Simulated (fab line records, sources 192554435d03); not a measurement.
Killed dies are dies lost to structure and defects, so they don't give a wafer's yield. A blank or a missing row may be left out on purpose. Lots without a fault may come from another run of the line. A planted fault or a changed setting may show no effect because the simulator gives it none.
Chamber matching | flow n5_finfet | N5_FIN_SAQP_ETCH_52 on rie_diel-01: 4 sister chambers
The step etches SOC in N2/H2, target depth 100 nm, overetch 20 nm, time 150 s. 20 wafers are shown with their chamber, then 10 later ones without.

WAFERS WITH THEIR CHAMBER
wafer  | chamber | drypump_motor_current_A (A) | throttle_valve_pct (%) | showerhead_plenum_p_Torr (Torr)
L075.3 | 1       | 6.3                         | 17.79                  | 2.49
L075.4 | 3       | 6.1                         | 17.33                  | 2.49
L075.6 | 0       | 4.9                         | 18.09                  | 2.53
L077.1 | 0       | 4.9                         | 18.12                  | 2.53
L077.3 | 1       | 6.3                         | 17.79                  | 2.49
L077.6 | 2       | 5.7                         | 17.99                  | 2.49
L080.1 | 1       | 6.3                         | 17.79                  | 2.49
L080.4 | 0       | 4.8                         | 18.11                  | 2.53
L080.5 | 3       | 6.1                         | 17.33                  | 2.49
L081.1 | 0       | 4.9                         | 18.12                  | 2.53
L081.3 | 1       | 6.3                         | 17.81                  | 2.49
L081.6 | 0       | 4.9                         | 18.13                  | 2.53
L082.1 | 3       | 6.1                         | 17.34                  | 2.48
L082.4 | 1       | 6.3                         | 17.82                  | 2.49
L082.5 | 3       | 6.1                         | 17.34                  | 2.48
L088.1 | 2       | 5.8                         | 17.65                  | 2.48
L088.2 | 0       | 4.8                         | 18.14                  | 2.52
L088.3 | 1       | 6.3                         | 17.85                  | 2.48
L092.2 | 0       | 4.9                         | 18.15                  | 2.52
L092.4 | 0       | 4.9                         | 18.16                  | 2.51

SIGNATURES (means of the wafers above)
reading                  | chamber 0 | chamber 1 | chamber 2 | chamber 3 | scatter within a chamber
drypump_motor_current_A  | 4.875     | 6.300     | 5.750     | 6.100     | 0.0354
throttle_valve_pct       | 18.1275   | 17.8083   | 17.8200   | 17.3350   | 0.0634
showerhead_plenum_p_Torr | 2.5250    | 2.4883    | 2.4850    | 2.4850    | 0.00629
Rule: a wafer's distance from a chamber is the root of the sum, over the readings, of the square of ((its reading less the chamber's mean) divided by the reading's scatter). The wafer belongs to the nearest chamber; if the next one is less than 2 further off, it can't be placed. The scatter: the root of (the sum of the squares of (reading less its chamber's mean) over the shown wafers, divided by (wafers less chambers)).

WAFERS WITHOUT THEIR CHAMBER
wafer  | drypump_motor_current_A (A) | throttle_valve_pct (%) | showerhead_plenum_p_Torr (Torr)
L092.6 | 6.3                         | 17.83                  | 2.48
L095.4 | 5.8                         | 17.66                  | 2.48
L095.5 | 6.1                         | 17.41                  | 2.47
L095.6 | 4.9                         | 18.17                  | 2.51
L096.1 | 5.8                         | 17.69                  | 2.48
L096.3 | 6.3                         | 17.87                  | 2.48
L096.5 | 6.3                         | 17.87                  | 2.48
L097.2 | 4.9                         | 18.18                  | 2.51
L097.3 | 6.1                         | 17.40                  | 2.47
L097.6 | 4.8                         | 18.17                  | 2.51

WHICH CHAMBER EACH WENT THROUGH
wafer  | from the rows above | in truth
L092.6 | 1                   | 1
L095.4 | 2                   | 2
L095.5 | 3                   | 3
L095.6 | 0                   | 0
L096.1 | 2                   | 2
L096.3 | 1                   | 1
L096.5 | 1                   | 1
L097.2 | 0                   | 0
L097.3 | 3                   | 3
L097.6 | 0                   | 0
Placed correctly: 10 of 10. Can't be placed from these rows: 0. Placed wrongly: 0.
